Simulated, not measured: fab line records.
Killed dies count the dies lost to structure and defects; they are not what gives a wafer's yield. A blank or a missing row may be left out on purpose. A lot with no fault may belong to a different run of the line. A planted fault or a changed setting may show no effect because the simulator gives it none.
The same fault as seen by 2 desks	flow nandHarc	each desk holds nothing but its own numbers, with what lay behind them at the end

## TOOL OWNER'S DESK, ecdCu-01
The tool's own readings at NHARC_A_M1_ECD_22 (material Cu, target thk 400 nm): means of the sampled wafers that have a number, for each lot that ran on this tool. Marked OUT: a lot whose mean sits more than 4 standard deviations from the usual mean, which makes it out of limits; the brackets give that distance.
Columns: A = bathHeatDutyPct at NHARC_A_M1_ECD_22, usual 6.7 %; B = bathTempC at NHARC_A_M1_ECD_22, usual 25.01 C
lot	first seen here	A	B
L865	day 18 10:37	6.9	24.95
L871	day 20 04:20	6.9	25.04
L876	day 21 11:14	6.9	24.95
L875	day 21 14:01	7.6	25.12
L883	day 23 07:04	7.4	25.05
Result from this desk: across the 5 lots, nothing is out of limits.

## FROM THE METROLOGY DESK
What the gauges read, lot by lot, whatever tool the lot ran on: means of the sampled wafers that have a number. Marked OUT: a lot whose mean sits more than 4 standard deviations from the usual mean, which makes it out of limits; the brackets give that distance.
Columns: A = thkNm at NHARC_A_M1_THK_MEAS_24, usual 154.0 nm
lot	first seen here	A
L863	day 18 03:49	153.7
L865	day 18 11:33	153.6
L864	day 18 12:58	29.5 (-89) OUT
L866	day 19 02:37	29.3 (-89) OUT
L867	day 19 11:22	29.8 (-89) OUT
L871	day 20 05:19	153.2
L872	day 20 20:41	151.4
L876	day 21 12:16	153.1
L875	day 21 14:59	153.9
L874	day 21 21:38	154.5
L878	day 22 10:00	153.2
L883	day 23 08:01	152.5
This desk's verdict: out of limits on L864, L866, L867, starting with L864 at day 18 12:58 (thkNm at NHARC_A_M1_THK_MEAS_24). L863, L865, L871, L872, L876, L875, L874, L878, L883: within limits.

## TAKEN TOGETHER
An alarm was possible from the metrology desk at day 18 12:58, on L864, L866, L867.
Nothing out of limits was seen by the tool owner's desk.
The tool owner's desk has no number on record for L864, L866, L867.
NHARC_A_M1_ECD_22 was run on ecdCu-01 by each of the lots named.

## WHAT WAS PUT IN BY THE SIMULATOR
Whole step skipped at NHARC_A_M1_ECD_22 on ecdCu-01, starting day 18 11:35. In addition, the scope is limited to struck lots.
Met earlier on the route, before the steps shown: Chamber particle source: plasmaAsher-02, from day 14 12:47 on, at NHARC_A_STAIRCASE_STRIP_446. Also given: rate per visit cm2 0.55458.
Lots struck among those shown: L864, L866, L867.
Per desk, hours elapsed from the start of the fault to the first reading out of limits: for the metrology desk, 1.
